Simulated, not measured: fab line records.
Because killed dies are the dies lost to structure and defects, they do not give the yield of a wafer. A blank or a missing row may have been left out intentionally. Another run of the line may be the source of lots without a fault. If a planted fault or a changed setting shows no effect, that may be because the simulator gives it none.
Which tool was responsible? + flow nand harc + 36 wafers from 12 lots sampled at 4 of the route's 1159 steps

== WHAT EACH GAUGE READ, for each wafer ==
NHARC_A_BONDPAD_THK_MEAS_30: measures by ellipsometry.
| lot  | measured     | on            | thk nm (nm)       |
|------|--------------|---------------|-------------------|
| L077 | day 18 00:34 | film metro-01 | 198.4 200.4 197.8 |
| L075 | day 18 02:59 | film metro-01 | 198.4 200.9 197.4 |
| L079 | day 18 21:43 | film metro-01 | 200.3 199.6 198.8 |
| L081 | day 19 09:24 | film metro-02 | 200.1 201.6 198.6 |
| L083 | day 20 00:09 | film metro-02 | 198.7 197.9 199.7 |
| L086 | day 20 18:03 | film metro-01 | 200.8 199.5 200.4 |
| L085 | day 21 11:11 | film metro-01 | 200.1 200.4 202.3 |
| L088 | day 22 02:38 | film metro-01 | 198.5 199.9 200.8 |
| L092 | day 22 15:41 | film metro-01 | 200.6 199.8 201.8 |
| L093 | day 22 20:48 | film metro-02 | 199.0 201.4 198.8 |
| L094 | day 23 08:31 | film metro-02 | 200.6 200.3 199.1 |
| L096 | day 23 21:43 | film metro-01 | 201.1 200.1 203.3 |

== EACH LOT AND THE TOOL THAT RAN IT (in order: tool; ch and the chambers of the sampled wafers; start) ==
| lot  | NHARC_A_CONTACT_ETCH_137             | NHARC_A_M1_DESCUM_14               | NHARC_A_M1_ETCH_28                            |
|------|--------------------------------------|------------------------------------|-----------------------------------------------|
| L077 | har cap etch-03 ch 0,1, day 17 06:24 | rie diel-11 ch 0,2,3, day 17 20:37 | rie diel-11 ch 0,1,2, day 18 00:34 or earlier |
| L075 | har cap etch-01 ch 0,1, day 17 10:38 | rie diel-02 ch 0,1,2, day 17 23:02 | rie diel-11 ch 0,2,3, day 18 02:59 or earlier |
| L079 | har cap etch-03 ch 0, day 17 21:14   | rie diel-11 ch 0,2, day 18 17:44   | rie diel-03 ch 0,2,3, day 18 21:43 or earlier |
| L081 | har cap etch-03 ch 1, day 18 16:21   | rie diel-02 ch 0,1,2, day 19 05:23 | rie diel-03 ch 1,3, day 19 09:24 or earlier   |
| L083 | har cap etch-03 ch 0,1, day 19 03:52 | rie diel-02 ch 0,1, day 19 19:55   | rie diel-11 ch 0,1,3, day 20 00:09 or earlier |
| L086 | har cap etch-01 ch 0,1, day 20 00:17 | rie diel-03 ch 0,1,2, day 20 14:05 | rie diel-11 ch 1,2,3, day 20 18:03 or earlier |
| L085 | har cap etch-01 ch 0,1, day 20 13:31 | rie diel-02 ch 0,2, day 21 06:59   | rie diel-11 ch 0,1,2, day 21 11:11 or earlier |
| L088 | har cap etch-03 ch 0,1, day 20 18:32 | rie diel-02 ch 0,3, day 21 22:31   | rie diel-03 ch 0,1,3, day 22 02:38 or earlier |
| L092 | har cap etch-02 ch 0,1, day 21 01:35 | rie diel-03 ch 0,1,2, day 22 10:38 | rie diel-02 ch 0,1,3, day 22 15:41 or earlier |
| L093 | har cap etch-02 ch 0,1, day 21 11:59 | rie diel-02 ch 0,1,3, day 22 16:31 | rie diel-02 ch 0,1,3, day 22 20:48 or earlier |
| L094 | har cap etch-02 ch 0,1, day 22 12:02 | rie diel-03 ch 1,2, day 23 04:34   | rie diel-11 ch 2,3, day 23 08:31 or earlier   |
| L096 | har cap etch-03 ch 0,1, day 23 01:20 | rie diel-02 ch 0,2,3, day 23 17:47 | rie diel-03 ch 1,2,3, day 23 21:43 or earlier |
- NHARC_A_CONTACT_ETCH_137: etches the open film in C4F8/O2/Ar, time 132 s, target depth 1287 nm.
- NHARC_A_M1_DESCUM_14: chemistry O2, time 3 s.
- NHARC_A_M1_ETCH_28: etches the open film in CF4/N2, target depth 30 nm, time 72.99 s.

== THE ANSWER, worked out from the rows above alone ==
Rule: usual is defined by the lots themselves. Put in order of their means at a reading, lots are off if they are a third of the lots or fewer, leave a main group of 4 or more, and stand apart from it by a gap of 3 or more times the standard deviation of the main group's means; of several such gaps the widest counts. If all means in a main group match to the digits the tables above print for the reading, that group is not used. Also off: a lot with no number at a reading for which 4 or more lots have one. All remaining lots with rows at the step are treated as sound.
None of the lots is off at any reading shown; this tells nothing.

== WHAT HAD BEEN PUT IN BY THE SIMULATOR ==
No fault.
